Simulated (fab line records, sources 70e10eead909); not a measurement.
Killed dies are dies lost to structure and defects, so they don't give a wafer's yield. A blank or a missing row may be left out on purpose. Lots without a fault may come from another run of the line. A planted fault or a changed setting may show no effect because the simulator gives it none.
Which tool did it? | flow nand_harc | 24 lots, 72 wafers sampled, at 2 steps of a route of 1302

WHAT THE GAUGES READ, wafer by wafer
NHARC_P_CONTACT_OVL_MEAS_13. Usual: overlay_x_nm -0.2 nm, standard deviation 0.57; overlay_y_nm 0.0 nm, standard deviation 0.85.
lot  | measured     | on         | overlay_x_nm (nm) | overlay_y_nm (nm) | flag
L075 | day 6 05:37  | overlay-01 | -0.3 -0.6 -0.1    | -0.7 -0.9 -0.4    |
L074 | day 6 06:28  | overlay-02 | -0.2 0.3 -0.5     | 0.0 -0.5 -0.4     |
L076 | day 6 19:19  | overlay-01 | -0.1 0.2 0.0      | 1.5 2.0 1.2       |
L077 | day 7 13:41  | overlay-01 | 0.0 0.0 0.2       | 1.5 1.8 1.6       |
L078 | day 7 15:55  | overlay-02 | -0.7 -1.1 -1.0    | 0.2 0.3 0.5       |
L079 | day 8 01:26  | overlay-02 | -0.9 -1.5 -0.7    | -1.7 -1.5 -1.9    |
L080 | day 8 11:01  | overlay-02 | -0.1 0.2 -0.2     | -1.3 -0.7 -1.0    |
L081 | day 8 15:17  | overlay-01 | -0.5 -0.5 -1.0    | -0.2 -0.3 -0.1    |
L082 | day 9 04:31  | overlay-02 | -0.6 -0.5 -0.4    | 0.5 0.0 -0.2      |
L083 | day 9 10:01  | overlay-02 | 0.7 0.7 0.7       | 0.6 0.9 0.4       |
L084 | day 10 00:52 | overlay-01 | 0.7 0.5 0.7       | -0.5 -0.8 -0.9    |
L085 | day 10 07:46 | overlay-01 | 0.8 0.1 0.4       | 0.7 0.3 0.9       |
L086 | day 11 06:47 | overlay-01 | 0.6 0.6 0.4       | -0.4 0.3 0.0      |
L087 | day 11 22:52 | overlay-02 | 0.2 0.1 -0.5      | 1.3 1.0 1.2       |
L088 | day 11 23:41 | overlay-02 | -0.4 -0.2 0.0     | -0.1 -0.1 -0.4    |
L089 | day 12 10:49 | overlay-01 | -1.0 -0.6 -0.6    | -1.2 -1.1 -0.3    |
L090 | day 12 20:09 | overlay-01 | 0.5 0.7 0.7       | 1.1 1.1 1.2       |
L091 | day 13 09:54 | overlay-01 | -0.6 -0.5 -0.8    | 0.5 0.7 0.6       |
L092 | day 13 18:25 | overlay-02 | 0.3 -0.1 0.0      | -1.2 -0.4 -0.7    |
L093 | day 14 00:59 | overlay-01 | 0.1 0.1 0.2       | -0.1 -0.5 -0.3    |
L094 | day 14 04:43 | overlay-02 | -0.9 -0.6 -0.8    | -0.4 -0.2 -0.2    |
L095 | day 14 16:32 | overlay-01 | -0.1 0.0 -0.2     | -0.7 -0.4 -0.8    |
L096 | day 15 01:55 | overlay-02 | -0.4 0.4 -0.6     | -0.1 0.0 -0.6     |
L097 | day 15 06:50 | overlay-02 | -0.2 0.6 0.1      | 0.4 0.7 0.2       |

WHICH TOOL RAN EACH LOT (tool, then ch and the chambers of the sampled wafers, then the start)
lot  | NHARC_P_CONTACT_DEP_30
L075 | pecvd-01 ch 0,2, day 6 03:59
L074 | pecvd-04 ch 0,1,2, day 6 04:53
L076 | pecvd-04 ch 0,1,2, day 6 17:41
L077 | pecvd-01 ch 0,1,2, day 7 12:15
L078 | pecvd-01 ch 0,2, day 7 14:17
L079 | pecvd-03 ch 0,1, day 7 23:58
L080 | pecvd-04 ch 0,1, day 8 09:30
L081 | pecvd-01 ch 0,1,2, day 8 13:39
L082 | pecvd-01 ch 0,1,2, day 9 03:07
L083 | pecvd-04 ch 0,2, day 9 08:24
L084 | pecvd-03 ch 0,1,2, day 9 23:26
L085 | pecvd-03 ch 0,2, day 10 06:20
L086 | pecvd-01 ch 1,2, day 11 05:11
L087 | pecvd-03 ch 0,1, day 11 21:17
L088 | pecvd-03 ch 0,1, day 11 22:04
L089 | pecvd-03 ch 1,2, day 12 09:20
L090 | pecvd-01 ch 0,1,2, day 12 18:38
L091 | pecvd-01 ch 0,1,2, day 13 08:17
L092 | pecvd-03 ch 0,1, day 13 16:47
L093 | pecvd-03 ch 0,2, day 13 23:33
L094 | pecvd-03 ch 0,2, day 14 03:13
L095 | pecvd-03 ch 0,1,2, day 14 15:02
L096 | pecvd-01 ch 0,1,2, day 15 00:27
L097 | pecvd-03 ch 0,2, day 15 05:22
- NHARC_P_CONTACT_DEP_30: deposits SiNx, target thk 30 nm.

WHAT THE TOOLS THEMSELVES READ (means of the sampled wafers that have a number; where no wafer has one, the mark that the record gives instead)
NHARC_P_CONTACT_DEP_30. Usual: heater_power_w 746 W, standard deviation 110.
lot  | tool     | heater_power_w (W) | flag
L075 | pecvd-01 | 835                |
L074 | pecvd-04 | 771                |
L076 | pecvd-04 | 742                |
L077 | pecvd-01 | 748                |
L078 | pecvd-01 | 801                |
L079 | pecvd-03 | 747                |
L080 | pecvd-04 | 831                |
L081 | pecvd-01 | 768                |
L082 | pecvd-01 | 753                |
L083 | pecvd-04 | 833                |
L084 | pecvd-03 | 708                |
L085 | pecvd-03 | 767                |
L086 | pecvd-01 | 768                |
L087 | pecvd-03 | 624                |
L088 | pecvd-03 | 657                |
L089 | pecvd-03 | 632                |
L090 | pecvd-01 | 783                |
L091 | pecvd-01 | 749                |
L092 | pecvd-03 | 768                |
L093 | pecvd-03 | 819                |
L094 | pecvd-03 | 752                |
L095 | pecvd-03 | 730                |
L096 | pecvd-01 | 836                |
L097 | pecvd-03 | 803                |

THE ANSWER, worked out from the rows above alone
Rule: a lot is off if the mean of its wafers that have a number lies more than 3 standard deviations from the usual mean. A lot without any number at a reading at which 4 lots or more have one is off too. The other lots that the step has rows for count as sound. The gauges are gone through in route order, then the tools' own readings, and for those a lot's mean is taken as printed above. The first step at which some lot is off is used, and at that step the reading that is off furthest; a lot without a number counts as furthest.
No lot is off at any reading shown: from this, nothing can be told.

WHAT THE SIMULATOR HAD PUT IN
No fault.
